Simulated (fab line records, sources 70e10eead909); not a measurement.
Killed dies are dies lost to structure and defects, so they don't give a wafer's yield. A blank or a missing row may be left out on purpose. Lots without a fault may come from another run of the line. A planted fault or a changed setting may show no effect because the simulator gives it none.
Problem report in the 8D (eight disciplines) form, filled by code | flow nand_harc | the parts of the form that need people (team, actions taken, sign-off) are left out

1. THE PROBLEM
oes_product_au at NHARC_A_CHANNEL_FILL_D2_ETCHBACK_19 reads a mean of 0.814 a.u. on 3 wafers of 2 lots; wafers without a fault read 0.995 a.u. with a standard deviation of 0.016. That is -11 standard deviations from the usual mean.
The step: etches the open film in HBr/Cl2, target depth 5 nm, time 1.7 s.
First seen on wafer L696.3, day 17 03:23, on rie_si-02. The record holds 33 wafers of 11 lots with a number at this step. Rule for "out", or "out of limits": more than 4 standard deviations from the usual mean. The other wafers with a number count as sound.

2. WHAT IT IS AND WHAT IT IS NOT
question                    | is                     | is not
which readings at this step | oes_product_au         | drypump_motor_current_A, throttle_valve_pct
which lots                  | L696, L699             | L691, L692, L695, L697, L704, L705, L706, L711, L712
which wafers of those lots  | L696.3, L696.5, L699.4 | L696.1, L699.1, L699.3
read on which tools         | rie_si-02              | rie_si-04, rie_si-05
when                        | from day 17 03:23      | up to then (10 sound wafers); but 20 sound wafers of L697, L699, L704, L705, L706, L711, L712 came after

3. SUSPECTS, AND WHAT RULES EACH OUT
Counting: a tool at a process step up to the reading stays a suspect if it ran every lot that is out. Sound lots after the first of them don't rule it out here, since some wafers of a struck lot are sound.
- rie_diel-02 at NHARC_A_CHANNEL_HOLE_D2_ETCH_44 (etches the open film in CF4/O2, target depth 140 nm, overetch 14 nm, time 77 s): kept. It ran every lot that is out, first L696 (day 16 02:52); its last sound lot up to then is L692 (day 14 21:20).
- rie_diel-02 at NHARC_A_CHANNEL_HOLE_D2_STRIP_28 (strips in O2): kept. It ran every lot that is out, first L696 (day 17 03:23); its last sound lot up to then is L695 (day 17 03:23). NHARC_A_CHANNEL_HOLE_D2_STRIP_28 gives no start for some lots, so the hours and the order of its lots are those of NHARC_A_CHANNEL_FILL_D2_ETCHBACK_19.
- rie_si-02 at NHARC_A_CHANNEL_FILL_D2_ETCHBACK_19 (etches the open film in HBr/Cl2, target depth 5 nm, time 1.7 s): kept. It ran every lot that is out, first L696 (day 17 03:23); its last sound lot up to then is L691 (day 15 06:23). Its own readings are out on those wafers: oes_product_au.
- Within rie_si-02 at NHARC_A_CHANNEL_FILL_D2_ETCHBACK_19: the wafers that are out ran in chamber 1; their sound lot-mates ran in chambers 2, 3.
Left after counting: rie_diel-02 at NHARC_A_CHANNEL_HOLE_D2_ETCH_44, rie_diel-02 at NHARC_A_CHANNEL_HOLE_D2_STRIP_28, rie_si-02 at NHARC_A_CHANNEL_FILL_D2_ETCHBACK_19.

4. THE CAUSE (what the simulator had put in)
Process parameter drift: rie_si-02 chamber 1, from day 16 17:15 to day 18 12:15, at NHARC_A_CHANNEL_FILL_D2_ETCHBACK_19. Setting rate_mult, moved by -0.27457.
Counting left 3 suspects, and this tool is among them.

5. THE CHAIN OF EFFECTS, in route order
Each row: a reading whose mean over the struck wafers that have a number lies more than 3 standard deviations from the usual. Only readings for which the record gives a usual standard deviation are gone through. hours: the time from each lot's start at the first step in this table that gives one to its start at this step, as a median over the lots. sigmas: the change in usual standard deviations.
hours | step                                | reading        | usual      | on struck wafers | change | sigmas
0     | NHARC_A_CHANNEL_FILL_D2_ETCHBACK_19 | oes_product_au | 0.995 a.u. | 0.814            | -0.181 | -11
The process steps in it:
- NHARC_A_CHANNEL_FILL_D2_ETCHBACK_19: etches the open film in HBr/Cl2, target depth 5 nm, time 1.7 s.
Later measuring or inspecting steps at which every struck wafer that the step has a row for has a number for every such reading, and none has moved that far: NHARC_END_SORT_01.

6. WHAT WOULD HAVE CAUGHT IT SOONER
In this record the first reading out of limits was taken at day 17 03:23, 10 hours after the fault began at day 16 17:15.
